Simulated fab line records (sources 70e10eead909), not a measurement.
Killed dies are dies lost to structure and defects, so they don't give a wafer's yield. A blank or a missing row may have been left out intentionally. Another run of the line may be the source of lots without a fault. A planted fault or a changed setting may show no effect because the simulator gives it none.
Matching of chambers :: flow nand-harc :: 4 sister chambers for NHARC_A_BONDPAD_DESCUM_11 on rie-diel-03
The step chemistry O2, time 3 s. 7 wafers are shown with their chamber, then 6 later ones without.

## WAFERS WITH THEIR CHAMBER
wafer: L893.4
chamber: 1
rf-vpp-V (V): 57.4
oes-product-au (a.u.): 1.008

wafer: L893.6
chamber: 0
rf-vpp-V (V): 58.2
oes-product-au (a.u.): 1.016

wafer: L895.2
chamber: 2
rf-vpp-V (V): 58.5
oes-product-au (a.u.): 0.980

wafer: L895.5
chamber: 3
rf-vpp-V (V): 57.9
oes-product-au (a.u.): 1.005

wafer: L895.6
chamber: 2
rf-vpp-V (V): 57.8
oes-product-au (a.u.): 0.979

wafer: L902.2
chamber: 0
rf-vpp-V (V): 57.4
oes-product-au (a.u.): 0.980

wafer: L902.5
chamber: 1
rf-vpp-V (V): 58.8
oes-product-au (a.u.): 1.009

## WAFERS WITH NO CHAMBER GIVEN
wafer: L903.1
rf-vpp-V (V): 59.7
oes-product-au (a.u.): 0.998

wafer: L903.2
rf-vpp-V (V): 57.2
oes-product-au (a.u.): 0.968

wafer: L903.4
rf-vpp-V (V): 57.5
oes-product-au (a.u.): 0.996

wafer: L904.3
rf-vpp-V (V): 58.1
oes-product-au (a.u.): 1.007

wafer: L904.4
rf-vpp-V (V): 57.4
oes-product-au (a.u.): 0.988

wafer: L904.6
rf-vpp-V (V): 57.5
oes-product-au (a.u.): 0.983

## CHAMBER TAKEN BY EACH
wafer: L903.1
from the rows above: can't be placed: 1 or 2 or 3 or 0
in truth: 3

wafer: L903.2
from the rows above: can't be placed: 2 or 0 or 3 or 1
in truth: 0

wafer: L903.4
from the rows above: can't be placed: 0 or 3 or 1 or 2
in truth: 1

wafer: L904.3
from the rows above: can't be placed: 1 or 3 or 0 or 2
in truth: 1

wafer: L904.4
from the rows above: can't be placed: 0 or 2 or 3 or 1
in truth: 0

wafer: L904.6
from the rows above: can't be placed: 2 or 0 or 3 or 1
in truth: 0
Correctly placed: 0 of 6. Not placeable from these rows: 6 (in 6, the candidates include the true chamber). Number placed wrongly: 0.
How it was worked out, from the rows above alone: a wafer's distance from a chamber is the root of the sum, over the readings, of the square of ((its reading less the chamber's mean) divided by the reading's scatter). The wafer belongs to the nearest chamber; if the next one is less than 2 further off, it can't be placed. Each chamber's mean is taken over the wafers shown for it. The scatter is the square root of a quotient: the sum, over the shown wafers, of each reading's squared deviation from its chamber's mean, divided by wafers minus chambers.
